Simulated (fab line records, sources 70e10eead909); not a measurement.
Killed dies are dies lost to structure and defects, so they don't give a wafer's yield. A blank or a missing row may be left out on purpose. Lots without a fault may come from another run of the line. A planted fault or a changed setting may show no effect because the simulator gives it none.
Problem report in the 8D (eight disciplines) form, filled by code | flow nand_harc | the parts of the form that need people (team, actions taken, sign-off) are left out

1. THE PROBLEM
thk_nm at NHARC_A_ONON_D1_THK_MEAS_21 reads a mean of 1052 nm on 3 wafers of 1 lot; wafers without a fault read 1002 nm with a standard deviation of 9.1. That is +5.5 standard deviations from the usual mean.
The step: measures by ellipsometry.
First seen on wafer L954.3, day 10 07:41, on film_metro-01. The record holds 39 wafers of 13 lots with a number at this step. Rule for "out", or "out of limits": more than 4 standard deviations from the usual mean. The other wafers with a number count as sound.

2. WHAT IT IS AND WHAT IT IS NOT
question                    | is                     | is not
which readings at this step | thk_nm                 | -
which lots                  | L954                   | L945, L946, L947, L948, L949, L952, L959, L960, L961, L963, L965, L968
which wafers of those lots  | all that have a number | -
read on which gauges        | film_metro-01          | film_metro-02
when                        | from day 10 07:41      | up to then (18 sound wafers); but 18 sound wafers of L959, L960, L961, L963, L965, L968 came after

3. SUSPECTS, AND WHAT RULES EACH OUT
Counting: a tool at a process step up to the reading stays a suspect if it ran every lot that is out and no sound lot after the first of them.
- the gauge at NHARC_A_ONON_D1_THK_MEAS_21: kept. All the wafers that are out were read on film_metro-01, and no step on other tools shows them out.
- pecvd-04 at NHARC_P_M2_DEP_33 (deposits SiCN, target thk 30 nm): ruled out as a lasting fault. Sound lots L960, L965 ran on it after its first lot that is out, L954 (day 8 13:48).
- rtp_anneal-02 at NHARC_P_BONDPAD_ANNEAL_28 (time 90 s): ruled out as a lasting fault. Sound lots L959, L961, L960 ran on it after its first lot that is out, L954 (day 8 17:33).
- pecvd_onon-01 at NHARC_A_ONON_D1_DEP_19 (target thk 1000 nm): kept. It ran the lot that is out, L954 (day 10 07:17), and no sound lot after that; its last sound lot up to then is L948 (day 8 19:20).
Left after counting: pecvd_onon-01 at NHARC_A_ONON_D1_DEP_19, film_metro-01 at NHARC_A_ONON_D1_THK_MEAS_21.

4. THE CAUSE (what the simulator had put in)
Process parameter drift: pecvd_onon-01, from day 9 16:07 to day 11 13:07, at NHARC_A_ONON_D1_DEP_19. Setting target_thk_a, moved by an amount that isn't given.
Counting left 2 suspects, and this tool is among them.

5. THE CHAIN OF EFFECTS, in route order
Each row: a reading whose mean over the struck wafers that have a number lies more than 3 standard deviations from the usual. Only readings for which the record gives a usual standard deviation are gone through. hours: the time from each lot's start at the first step in this table that gives one to its start at this step, as a median over the lots. sigmas: the change in usual standard deviations.
hours | step                        | reading | usual   | on struck wafers | change | sigmas
0     | NHARC_A_ONON_D1_THK_MEAS_21 | thk_nm  | 1002 nm | 1052             | +50    | +5.5

6. WHAT WOULD HAVE CAUGHT IT SOONER
In this record the first reading out of limits at a measuring or inspecting step was taken at day 10 07:41, 16 hours after the fault began at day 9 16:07.
Of the tool readings at NHARC_A_ONON_D1_DEP_19 for which the record gives a usual standard deviation, none was out on any struck wafer, so an alarm limit of 4 standard deviations on them would not have fired.
All the lots that are out (1) had begun NHARC_A_ONON_D1_DEP_19 on pecvd_onon-01 by day 10 07:41. A hold on the tool at that time would have spared none of them.
